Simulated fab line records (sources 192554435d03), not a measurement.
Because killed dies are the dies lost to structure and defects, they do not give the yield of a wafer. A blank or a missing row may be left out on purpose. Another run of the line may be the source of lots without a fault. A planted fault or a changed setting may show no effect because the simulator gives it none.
fab line records -- flow n5-finfet -- part 1 of 2: steps 1 to 24 of 33
record lots=5, wafers=15, last-day=17
route steps=1938 shown BEOL_M2@848
lots that met no fault: taken from a fault-free run of the same line
start-h: hours from the record's first day to the start of the lot's first wafer shown -- wait-h: hours since the lot's step before -- " repeats the value in the row above -- L1.1+2: several wafers, shown together as one row -- - no value, or no start given -- * or withheld: withheld -- < > ~ a bound
route shown NAME@n: names a module that has steps shown in the file, with the first one's number in the route -- usual: mean/standard deviation taken from wafers without a fault -- same: alike in all rows -- chamber/n: place in a boat -- sites: per-site readings -- _std_site: the standard deviation of these -- _edge_site: mean of outer sites minus mean of inner sites -- radius-mm: how far each site lies from the wafer's centre -- mask NAME#n: copy n -- behind: the tool/chamber that last shaped the wafer -- hold: reason for holding the lot/hours on hold/outcome of the hold -- device: whichever transistor did not switch (one of n, p or np) -- end of line: at the end of the route, the tests of the same wafers -- step lacking rows: just its recipe -- killed: count of dies lost to structure and defects at first sort (not the wafer's yield) -- map: per-die view of a wafer (x killed, . not killed, _ where there is no die)
set.NAME: the run value of the setting; set.NAME@STEP: its run value at that earlier step -- model.NAME: the simulator's own value behind a step, which no gauge read
lots at some steps of the route; a table a step, a row a wafer
services: when a tool's chamber went out of use (start-h, in hours from the record's first day, below 0 if earlier), for how many hours, and the reason
## steps
# step N5_BEOL_M2_COAT_05
# recipe resist=CAR-EUV, spin-rpm=1500, resist-thk-nm=30
lot.wafer,tool,chamber,start-h,wait-h
L074.1+4+5,litho-track-02,0,-,-
L087.1+3+6,litho-track-02,0,-,-
L090.1+2+4,litho-track-02,0,-,-
L094.2+3+6,litho-track-05,0,-,-
L095.1+3+5,litho-track-02,0,-,-
# step N5_BEOL_M2_EBR_07
# recipe solvent=PGMEA, ebr-width-mm=1.5
lot.wafer,tool,chamber,start-h,wait-h
L074.1+4+5,litho-track-02,0,-,-
L087.1+3+6,litho-track-02,0,-,-
L090.1+2+4,litho-track-02,0,-,-
L094.2+3+6,litho-track-05,0,-,-
L095.1+3+5,litho-track-02,0,-,-
# step N5_BEOL_M2_SOFTBAKE_06
# recipe temp-c=110, time-s=60, resist=CAR-EUV
lot.wafer,tool,chamber,start-h,wait-h
L074.1+4+5,litho-track-02,0,-,-
L087.1+3+6,litho-track-02,0,-,-
L090.1+2+4,litho-track-02,0,-,-
L094.2+3+6,litho-track-05,0,-,-
L095.1+3+5,litho-track-02,0,-,-
# step N5_BEOL_M2_EXPOSE_08
# recipe mask-id=M2, na=0.33, source-shape=dipole, sigma-inner=0.369, sigma-outer=0.767, polarization=unpolarized, dose-mj=41.25
# same dipole-opening-deg=79.7, na=0.33
lot.wafer,tool,chamber,start-h,wait-h,mask
L074.1+4+5,euv-scanner-01,0,137.74,-,M2#0
L087.1+3+6,euv-scanner-01,0,213.89,-,M2#0
L090.1+2+4,euv-scanner-01,0,225.98,-,M2#0
L094.2+3+6,euv-scanner-01,0,252.10,-,M2#0
L095.1+3+5,euv-scanner-01,0,275.81,-,M2#0
# step N5_BEOL_M2_PEB_09
# recipe peb-temp-c=100, peb-time-s=60, resist=CAR-EUV
# same peb-time-s=60
lot.wafer,tool,chamber,start-h,wait-h
L074.1+4+5,litho-track-01,0,137.80,0.1
L087.1+3+6,litho-track-05,0,213.96,0.1
L090.1+2+4,litho-track-02,0,226.04,0.1
L094.2+3+6,litho-track-01,0,252.16,0.1
L095.1+3+5,litho-track-01,0,275.88,0.1
# step N5_BEOL_M2_DEVELOP_10
# recipe develop-time-s=30, developer=TMAH, resist=CAR-EUV, rinse-liquid=surfactant-rinse, dry=air-spin, dev-temp-c=23
lot.wafer,tool,chamber,start-h,wait-h
L074.1+4+5,litho-track-01,0,-,-
L087.1+3+6,litho-track-05,0,-,-
L090.1+2+4,litho-track-02,0,-,-
L094.2+3+6,litho-track-01,0,-,-
L095.1+3+5,litho-track-01,0,-,-
# step N5_BEOL_M2_CD_MEAS_11
# recipe target-cd-nm=16.79, landing-energy-ev=500, detector=se-inlens, polarity=opening
# usual cd-nm=16.81/0.25
lot.wafer,tool,chamber,start-h,wait-h,cd-nm
L074.1,cd-sem-01,0,137.87,-,16.72
L074.4,cd-sem-01,0,137.87,-,16.73
L074.5,cd-sem-01,0,137.87,-,17.14
L087.1,cd-sem-01,0,214.02,-,17.12
L087.3,cd-sem-01,0,214.02,-,16.77
L087.6,cd-sem-01,0,214.02,-,17.00
L090.1,cd-sem-02,0,226.11,-,16.55
L090.2,cd-sem-02,0,226.11,-,16.72
L090.4,cd-sem-02,0,226.11,-,16.87
L094.2,cd-sem-02,0,252.22,-,17.12
L094.3,cd-sem-02,0,252.22,-,16.93
L094.6,cd-sem-02,0,252.22,-,17.15
L095.1,cd-sem-02,0,275.94,-,16.77
L095.3,cd-sem-02,0,275.94,-,16.38
L095.5,cd-sem-02,0,275.94,-,16.60
# step N5_BEOL_M2_OVL_MEAS_12
# recipe points-per-wafer=522
# usual M2_OVL=-0.5/0.8
lot.wafer,tool,chamber,start-h,wait-h,M2_OVL[nm]
L074.1,overlay-02,0,137.90,0.0,-0.2
L074.4,overlay-02,0,137.90,0.0,-1.3
L074.5,overlay-02,0,137.90,0.0,0.7
L087.1,overlay-02,0,214.05,0.0,-0.3
L087.3,overlay-02,0,214.05,0.0,-0.6
L087.6,overlay-02,0,214.05,0.0,-1.1
L090.1,overlay-02,0,226.14,0.0,-0.9
L090.2,overlay-02,0,226.14,0.0,-1.6
L090.4,overlay-02,0,226.14,0.0,-1.2
L094.2,overlay-01,0,252.26,0.0,0.1
L094.3,overlay-01,0,252.26,0.0,1.1
L094.6,overlay-01,0,252.26,0.0,-0.1
L095.1,overlay-01,0,275.97,0.0,-1.0
L095.3,overlay-01,0,275.97,0.0,-0.7
L095.5,overlay-01,0,275.97,0.0,-0.9
# step N5_BEOL_M2_INSPECT_13
# recipe mode=adi, inspect-instrument=brightfield
# usual raw-defect-count=402/96
lot.wafer,tool,chamber,start-h,wait-h,raw-defect-count
L074.1,defect-inspect-01,-,137.96,0.1,392
L074.4,defect-inspect-01,-,137.96,0.1,401
L074.5,defect-inspect-01,-,137.96,0.1,432
L087.1,defect-inspect-01,-,214.11,0.1,277
L087.3,defect-inspect-01,-,214.11,0.1,528
L087.6,defect-inspect-01,-,214.11,0.1,325
L090.1,defect-inspect-01,-,226.20,0.1,262
L090.2,defect-inspect-01,-,226.20,0.1,299
L090.4,defect-inspect-01,-,226.20,0.1,318
L094.2,defect-inspect-02,-,252.31,0.0,492
L094.3,defect-inspect-02,-,252.31,0.0,402
L094.6,defect-inspect-02,-,252.31,0.0,425
L095.1,defect-inspect-02,-,276.04,0.1,302
L095.3,defect-inspect-02,-,276.04,0.1,348
L095.5,defect-inspect-02,-,276.04,0.1,413
# step N5_BEOL_M2_DESCUM_16
# recipe chemistry=O2, time-s=7, source-power-w=50, bias-power-w=20, pressure-mtorr=20, rf-frequency-hz=2.712e+07, temp-c=40, resist=CAR-EUV, o2-flow-sccm=225
# usual drypump-motor-current-A=5.9/0.42, oes-product-au=0.79/0.097, rf-vpp-V=243.3/1.4, showerhead-plenum-p-Torr=2.09/0.071, throttle-valve-pct=20.24/0.25
lot.wafer,tool,chamber,start-h,wait-h,drypump-motor-current-A,oes-product-au,rf-hours-counter-h,rf-vpp-V,showerhead-plenum-p-Torr,throttle-valve-pct
L074.1,rie-diel-03,3,138.00,0.0,6.3,0.70,226,241.4,2.08,20.73
L074.4,rie-diel-03,2,138.00,0.0,6.4,0.73,178,241.7,2.00,20.33
L074.5,rie-diel-03,1,138.00,0.0,5.8,0.73,-,244.7,2.18,20.36
L087.1,rie-diel-03,0,214.20,0.1,6.3,0.95,6,243.0,2.05,19.90
L087.3,rie-diel-03,1,214.20,0.1,5.8,0.71,218,244.4,2.17,20.43
L087.6,rie-diel-03,1,214.20,0.1,5.8,0.70,-,245.5,2.17,20.42
L090.1,rie-diel-01,1,226.23,0.0,5.9,0.85,51,243.3,2.03,20.16
L090.2,rie-diel-01,2,226.23,0.0,5.6,0.74,197,244.4,2.07,20.09
L090.4,rie-diel-01,2,226.23,0.0,5.6,0.73,-,241.9,2.07,20.07
L094.2,rie-diel-01,3,252.35,0.0,6.2,0.82,74,244.9,2.21,20.16
L094.3,rie-diel-01,2,252.35,0.0,5.6,0.73,205,242.5,2.07,20.10
L094.6,rie-diel-01,3,252.35,0.0,6.2,0.83,-,246.5,2.21,20.14
L095.1,rie-diel-02,0,276.15,0.1,5.5,0.76,142,242.7,2.09,20.00
L095.3,rie-diel-02,1,276.15,0.1,4.8,0.99,2,245.9,2.24,20.03
L095.5,rie-diel-02,1,276.15,0.1,4.8,0.98,-,246.0,2.24,20.03
# step N5_BEOL_M2_ETCH_74
# recipe chemistry=N2/H2, target=underlayer, target-depth-a=65, mask-material=CAR-EUV, time-s=5.2, ion-energy-ev=200, pressure-mtorr=30, source-w=840, bias-w=150, n2-flow-sccm=200, h2-flow-sccm=200, ends=cleared
# usual drypump-motor-current-A=5.9/0.42, etch-rf-on-time-s=5.17/0.064, oes-product-au=0.68/0.082, rf-vpp-V=523.9/2.7, showerhead-plenum-p-Torr=2.54/0.084, throttle-valve-pct=17.70/0.23
lot.wafer,tool,chamber,start-h,wait-h,drypump-motor-current-A,etch-rf-on-time-s,oes-product-au,rf-hours-counter-h,rf-vpp-V,showerhead-plenum-p-Torr,throttle-valve-pct
L074.1,rie-diel-03,3,138.03,0.0,6.3,5.19,0.60,226,521.2,2.52,18.23
L074.4,rie-diel-03,2,138.03,0.0,6.4,5.12,0.63,178,520.3,2.43,17.77
L074.5,rie-diel-03,1,138.03,0.0,5.8,5.08,0.63,-,527.4,2.64,17.79
L087.1,rie-diel-03,0,214.24,0.0,6.3,5.25,0.81,6,522.5,2.50,17.32
L087.3,rie-diel-03,1,214.24,0.0,5.8,5.18,0.61,218,525.8,2.63,17.85
L087.6,rie-diel-03,1,214.24,0.0,5.8,5.20,0.60,-,526.9,2.63,17.85
L090.1,rie-diel-01,1,226.26,0.0,5.9,5.12,0.73,51,523.6,2.48,17.71
L090.2,rie-diel-01,2,226.26,0.0,5.6,5.22,0.63,197,524.4,2.52,17.65
L090.4,rie-diel-01,2,226.26,0.0,5.6,5.22,0.63,-,522.9,2.52,17.64
L094.2,rie-diel-01,3,252.38,0.0,6.2,5.13,0.69,74,528.6,2.68,17.57
L094.3,rie-diel-01,2,252.38,0.0,5.6,5.17,0.62,205,524.7,2.52,17.65
L094.6,rie-diel-01,3,252.38,0.0,6.2,5.15,0.70,-,527.0,2.68,17.59
L095.1,rie-diel-02,0,276.19,0.0,5.5,5.09,0.67,142,523.1,2.54,17.57
L095.3,rie-diel-02,1,276.19,0.0,4.8,5.15,0.84,2,529.7,2.72,17.51
L095.5,rie-diel-02,1,276.19,0.0,4.8,5.15,0.85,-,529.6,2.72,17.52
# step N5_BEOL_M2_ETCH_63
# recipe chemistry=CF4, target=SiARC, target-depth-a=156, mask-material=CAR-EUV, time-s=26, ion-energy-ev=80, pressure-mtorr=40, source-w=545, bias-w=36, Ar_flow_sccm=100, cf4-flow-sccm=100, ends=cleared
# usual cf4-flow-sccm=100.04/0.28, drypump-motor-current-A=5.9/0.43, etch-rf-on-time-s=25.8/0.35, oes-product-au=0.68/0.083, rf-vpp-V=184.1/1.2, showerhead-plenum-p-Torr=2.14/0.068, throttle-valve-pct=15.44/0.24
lot.wafer,tool,chamber,start-h,wait-h,cf4-flow-sccm,drypump-motor-current-A,etch-rf-on-time-s,oes-product-au,rf-hours-counter-h,rf-vpp-V,showerhead-plenum-p-Torr,throttle-valve-pct
L074.1,rie-diel-03,3,138.05,0.0,100.06,6.3,26.2,0.60,226,184.8,2.12,15.92
L074.4,rie-diel-03,2,138.05,0.0,100.10,6.4,25.8,0.63,178,183.1,2.04,15.51
L074.5,rie-diel-03,1,138.05,0.0,100.20,5.8,25.4,0.63,-,185.7,2.21,15.54
L087.1,rie-diel-03,0,214.25,0.0,100.19,6.3,26.3,0.81,6,184.0,2.10,15.07
L087.3,rie-diel-03,1,214.25,0.0,99.40,5.8,26.0,0.60,218,185.6,2.20,15.62
L087.6,rie-diel-03,1,214.25,0.0,99.70,5.8,25.9,0.60,-,185.6,2.20,15.62
L090.1,rie-diel-01,1,226.28,0.0,100.76,5.9,25.6,0.74,51,183.0,2.09,15.39
L090.2,rie-diel-01,2,226.28,0.0,99.95,5.6,25.9,0.63,197,183.0,2.13,15.40
L090.4,rie-diel-01,2,226.28,0.0,99.96,5.6,25.7,0.64,-,185.5,2.12,15.40
L094.2,rie-diel-01,3,252.40,0.0,99.96,6.2,25.8,0.70,74,184.0,2.25,15.31
L094.3,rie-diel-01,2,252.40,0.0,99.89,5.6,25.6,0.63,205,182.5,2.12,15.40
L094.6,rie-diel-01,3,252.40,0.0,99.83,6.2,25.7,0.70,-,186.7,2.25,15.31
L095.1,rie-diel-02,0,276.20,0.0,100.29,5.5,25.7,0.66,142,183.1,2.14,15.27
L095.3,rie-diel-02,1,276.20,0.0,100.56,4.8,26.0,0.85,2,185.8,2.28,15.14
L095.5,rie-diel-02,1,276.20,0.0,100.08,4.8,26.0,0.85,-,185.9,2.28,15.14
# step N5_BEOL_M2_ETCH_64
# recipe chemistry=N2/H2, target=SOC, target-depth-a=750, overetch-a=225, mask-material=SiARC, temp-c=40, time-s=121.9, ion-energy-ev=200, pressure-mtorr=30, source-w=840, bias-w=150, n2-flow-sccm=200, h2-flow-sccm=200
# usual drypump-motor-current-A=5.9/0.43, oes-product-au=0.60/0.071, rf-vpp-V=523.8/2.6, showerhead-plenum-p-Torr=2.54/0.084, throttle-valve-pct=17.66/0.23
lot.wafer,tool,chamber,start-h,wait-h,drypump-motor-current-A,oes-product-au,rf-hours-counter-h,rf-vpp-V,showerhead-plenum-p-Torr,throttle-valve-pct
L074.1,rie-diel-03,3,138.08,0.0,6.3,0.53,226,522.5,2.52,18.20
L074.4,rie-diel-03,2,138.08,0.0,6.4,0.55,178,520.7,2.43,17.74
L074.5,rie-diel-03,1,138.08,0.0,5.8,0.56,-,525.9,2.64,17.75
L087.1,rie-diel-03,0,214.28,0.0,6.4,0.72,6,523.3,2.50,17.28
L087.3,rie-diel-03,1,214.28,0.0,5.8,0.54,218,526.9,2.63,17.80
L087.6,rie-diel-03,1,214.28,0.0,5.8,0.54,-,525.6,2.63,17.80
L090.1,rie-diel-01,1,226.31,0.0,5.9,0.65,51,521.7,2.48,17.67
L090.2,rie-diel-01,2,226.31,0.0,5.6,0.56,197,523.0,2.52,17.60
L090.4,rie-diel-01,2,226.31,0.0,5.6,0.57,-,523.1,2.52,17.60
L094.2,rie-diel-01,3,252.43,0.0,6.2,0.62,74,527.0,2.68,17.55
L094.3,rie-diel-01,2,252.43,0.0,5.6,0.56,205,523.5,2.52,17.63
L094.6,rie-diel-01,3,252.43,0.0,6.2,0.62,-,528.2,2.68,17.52
L095.1,rie-diel-02,0,276.23,0.0,5.5,0.57,142,524.5,2.54,17.52
L095.3,rie-diel-02,1,276.23,0.0,4.8,0.75,2,527.2,2.72,17.48
L095.5,rie-diel-02,1,276.23,0.0,4.8,0.75,-,529.1,2.72,17.47
# step N5_BEOL_M2_STRIP_65
# recipe chemistry=N2/H2, temp-c=40, n2-flow-sccm=200, h2-flow-sccm=200, rf-frequency-hz=6e+07
lot.wafer,tool,chamber,start-h,wait-h
L074.1+4+5,rie-diel-03,"3,2,1",138.19,0.1
L087.1+3+6,rie-diel-03,"0,1,1",214.39,0.1
L090.1+2+4,rie-diel-01,"1,2,2",226.42,0.1
L094.2+3+6,rie-diel-01,"3,2,3",252.54,0.1
L095.1+3+5,rie-diel-02,"0,1,1",276.34,0.1
# step N5_BEOL_M2_STRIP_75
# recipe chemistry=N2/H2, temp-c=40, n2-flow-sccm=200, h2-flow-sccm=200, rf-frequency-hz=6e+07
lot.wafer,tool,chamber,start-h,wait-h
L074.1+4+5,rie-diel-03,"3,2,1",138.20,0.0
L087.1+3+6,rie-diel-03,"0,1,1",214.40,0.0
L090.1+2+4,rie-diel-01,"1,2,2",226.43,0.0
L094.2+3+6,rie-diel-01,"3,2,3",252.55,0.0
L095.1+3+5,rie-diel-02,"0,1,1",276.35,0.0
# step N5_BEOL_M2_STRIP_66
# recipe chemistry=CF4, resist=SiARC, power-w=300, bias-power-w=75, pressure-mtorr=50, cf4-flow-sccm=150, rf-frequency-hz=6e+07
# usual cf4-flow-sccm=149.9/0.42, drypump-motor-current-A=5.9/0.42, oes-product-au=0.78/0.092, rf-vpp-V=271.2/1.4, showerhead-plenum-p-Torr=1.79/0.056, throttle-valve-pct=13.43/0.25
lot.wafer,tool,chamber,start-h,wait-h,cf4-flow-sccm,drypump-motor-current-A,oes-product-au,rf-hours-counter-h,rf-vpp-V,showerhead-plenum-p-Torr,throttle-valve-pct
L074.1,rie-diel-03,3,138.21,0.0,149.9,6.3,0.71,226,269.1,1.77,13.90
L074.4,rie-diel-03,2,138.21,0.0,149.6,6.4,0.73,178,269.0,1.71,13.52
L074.5,rie-diel-03,1,138.21,0.0,150.7,5.8,0.72,-,270.8,1.85,13.57
L087.1,rie-diel-03,0,214.41,0.0,149.3,6.3,0.94,6,270.2,1.76,13.04
L087.3,rie-diel-03,1,214.41,0.0,150.1,5.8,0.70,218,273.1,1.84,13.63
L087.6,rie-diel-03,1,214.41,0.0,150.0,5.8,0.70,-,272.5,1.84,13.62
L090.1,rie-diel-01,1,226.44,0.0,150.1,5.9,0.84,51,271.4,1.75,13.34
L090.2,rie-diel-01,2,226.44,0.0,150.5,5.6,0.73,197,271.7,1.78,13.41
L090.4,rie-diel-01,2,226.44,0.0,150.8,5.6,0.73,-,270.2,1.78,13.39
L094.2,rie-diel-01,3,252.56,0.0,150.2,6.2,0.81,74,272.2,1.88,13.28
L094.3,rie-diel-01,2,252.56,0.0,150.1,5.6,0.73,205,272.0,1.77,13.44
L094.6,rie-diel-01,3,252.56,0.0,149.8,6.2,0.82,-,271.2,1.88,13.28
L095.1,rie-diel-02,0,276.36,0.0,149.3,5.5,0.75,142,273.2,1.79,13.27
L095.3,rie-diel-02,1,276.36,0.0,149.9,4.8,0.98,2,273.5,1.91,13.11
L095.5,rie-diel-02,1,276.36,0.0,150.2,4.8,0.98,-,273.1,1.91,13.10
# step N5_BEOL_M2_HM_OPEN_17
# recipe chemistry=Cl2/BCl3, target-depth-a=200, overetch-a=60, target=TiN, mask-material=SOC, ion-energy-ev=150, pressure-mtorr=10, icp-w=1000, bias-w=126, Cl2_flow_sccm=53.25, bcl3-flow-sccm=21.75, Ar_flow_sccm=25
# usual bcl3-flow-sccm=21.75/0.068, drypump-motor-current-A=5.6/0.53, oes-product-au=0.63/0.092, throttle-valve-pct=22.23/0.19
lot.wafer,tool,chamber,start-h,wait-h,bcl3-flow-sccm,drypump-motor-current-A,oes-product-au,rf-hours-counter-h,throttle-valve-pct
L074.1,rie-metal-03,0,138.25,0.0,21.71,5.6,0.73,21,22.29
L074.4,rie-metal-03,0,138.25,0.0,21.85,5.6,0.73,-,22.28
L074.5,rie-metal-03,1,138.25,0.0,21.74,5.7,0.68,-,22.01
L087.1,rie-metal-02,1,214.45,0.0,21.71,6.1,0.55,99,22.43
L087.3,rie-metal-02,0,214.45,0.0,21.75,4.8,0.55,-,21.98
L087.6,rie-metal-02,0,214.45,0.0,21.79,4.8,0.54,-,22.00
L090.1,rie-metal-01,0,226.48,0.0,21.79,5.5,0.78,4,22.29
L090.2,rie-metal-01,1,226.48,0.0,21.71,6.2,0.69,33,22.43
L090.4,rie-metal-01,0,226.48,0.0,21.76,5.5,0.79,-,22.28
L094.2,rie-metal-02,1,252.60,0.0,21.79,6.2,0.54,102,22.41
L094.3,rie-metal-02,0,252.60,0.0,21.84,4.8,0.54,-,22.00
L094.6,rie-metal-02,1,252.60,0.0,21.83,6.2,0.55,-,22.42
L095.1,rie-metal-03,0,276.40,0.0,21.72,5.6,0.69,34,22.30
L095.3,rie-metal-03,1,276.40,0.0,21.72,5.7,0.65,-,21.98
L095.5,rie-metal-03,1,276.40,0.0,21.71,5.7,0.65,-,22.01
# step N5_BEOL_M2_STRIP_19
# recipe chemistry=O2, power-w=400, temp-c=40, pressure-mtorr=30, rf-frequency-hz=6e+07, bias-power-w=0, overash-fraction=0.2, o2-flow-sccm=225
# usual drypump-motor-current-A=6.0/0.36, oes-product-au=0.81/0.091, rf-vpp-V=3.7/0.48, showerhead-plenum-p-Torr=2.10/0.072, throttle-valve-pct=16.45/0.23
lot.wafer,tool,chamber,start-h,wait-h,drypump-motor-current-A,oes-product-au,rf-hours-counter-h,rf-vpp-V,showerhead-plenum-p-Torr,throttle-valve-pct
L074.1,rie-diel-03,0,138.44,0.2,6.3,0.68,242,3.2,2.06,16.56
L074.4,rie-diel-03,2,138.44,0.2,6.4,0.73,179,3.8,2.00,16.61
L074.5,rie-diel-03,3,138.44,0.2,6.3,0.70,-,2.7,2.08,17.00
L087.1,rie-diel-03,0,214.56,0.1,6.3,0.95,6,3.5,2.06,16.15
L087.3,rie-diel-03,1,214.56,0.1,5.8,0.71,218,4.8,2.17,16.71
L087.6,rie-diel-03,2,214.56,0.1,6.4,0.71,-,3.4,1.99,16.68
L090.1,rie-diel-01,2,226.59,0.1,5.6,0.73,197,3.7,2.07,16.42
L090.2,rie-diel-01,0,226.59,0.1,6.2,0.90,21,3.6,2.13,16.09
L090.4,rie-diel-01,2,226.59,0.1,5.6,0.74,-,3.3,2.07,16.40
L094.2,rie-diel-01,2,252.71,0.1,5.6,0.73,205,3.6,2.07,16.42
L094.3,rie-diel-01,1,252.71,0.1,5.9,0.84,60,4.0,2.03,16.44
L094.6,rie-diel-01,0,252.71,0.1,6.2,0.89,-,4.3,2.13,16.11
L095.1,rie-diel-03,1,276.52,0.1,5.8,0.69,242,4.1,2.16,16.75
L095.3,rie-diel-03,0,276.52,0.1,6.3,0.88,30,3.5,2.05,16.19
L095.5,rie-diel-03,0,276.52,0.1,6.3,0.89,-,4.7,2.05,16.18
# step N5_BEOL_M2_CD_MEAS_18
# recipe pitch-nm=36, target-cd-nm=18
# usual cd-nm=18.1/0.3
lot.wafer,tool,chamber,start-h,wait-h,cd-nm
L074.1,cd-sem-03,-,138.51,0.0,18.5
L074.4,cd-sem-03,-,138.51,0.0,18.2
L074.5,cd-sem-03,-,138.51,0.0,18.9
L087.1,cd-sem-03,-,214.63,0.0,18.1
L087.3,cd-sem-03,-,214.63,0.0,18.3
L087.6,cd-sem-03,-,214.63,0.0,18.1
L090.1,cd-sem-03,-,226.66,0.0,18.0
L090.2,cd-sem-03,-,226.66,0.0,18.2
L090.4,cd-sem-03,-,226.66,0.0,18.3
L094.2,cd-sem-03,-,252.79,0.1,18.3
L094.3,cd-sem-03,-,252.79,0.1,17.7
L094.6,cd-sem-03,-,252.79,0.1,18.2
L095.1,cd-sem-03,-,276.59,0.0,17.7
L095.3,cd-sem-03,-,276.59,0.0,17.2
L095.5,cd-sem-03,-,276.59,0.0,17.7
# step N5_BEOL_M2_COAT_67
# recipe resist=SOC, temp-c=250, time-s=60, spin-rpm=1500, resist-thk-nm=60
lot.wafer,tool,chamber,start-h,wait-h
L074.1+4+5,litho-track-02,0,138.54,0.0
L087.1+3+6,litho-track-05,0,214.68,0.0
L090.1+2+4,litho-track-05,0,226.70,0.0
L094.2+3+6,litho-track-02,0,252.83,0.0
L095.1+3+5,litho-track-02,0,276.62,0.0
# step N5_BEOL_M2_COAT_68
# recipe resist=SiARC, temp-c=220, time-s=60, spin-rpm=1500, resist-thk-nm=12
lot.wafer,tool,chamber,start-h,wait-h
L074.1+4+5,litho-track-02,0,-,-
L087.1+3+6,litho-track-05,0,-,-
L090.1+2+4,litho-track-05,0,-,-
L094.2+3+6,litho-track-02,0,-,-
L095.1+3+5,litho-track-02,0,-,-
# step N5_BEOL_M2_COAT_76
# recipe resist=underlayer, temp-c=205, time-s=60, spin-rpm=1500, resist-thk-nm=5
lot.wafer,tool,chamber,start-h,wait-h
L074.1+4+5,litho-track-02,0,-,-
L087.1+3+6,litho-track-05,0,-,-
L090.1+2+4,litho-track-05,0,-,-
L094.2+3+6,litho-track-02,0,-,-
L095.1+3+5,litho-track-02,0,-,-
# step N5_BEOL_M2_COAT_22
# recipe resist=CAR-EUV, spin-rpm=1500, resist-thk-nm=30
lot.wafer,tool,chamber,start-h,wait-h
L074.1+4+5,litho-track-02,0,-,-
L087.1+3+6,litho-track-05,0,-,-
L090.1+2+4,litho-track-05,0,-,-
L094.2+3+6,litho-track-02,0,-,-
L095.1+3+5,litho-track-02,0,-,-
# step N5_BEOL_M2_EBR_24
# recipe solvent=PGMEA, ebr-width-mm=1.5
lot.wafer,tool,chamber,start-h,wait-h
L074.1+4+5,litho-track-02,0,-,-
L087.1+3+6,litho-track-05,0,-,-
L090.1+2+4,litho-track-05,0,-,-
L094.2+3+6,litho-track-02,0,-,-
L095.1+3+5,litho-track-02,0,-,-
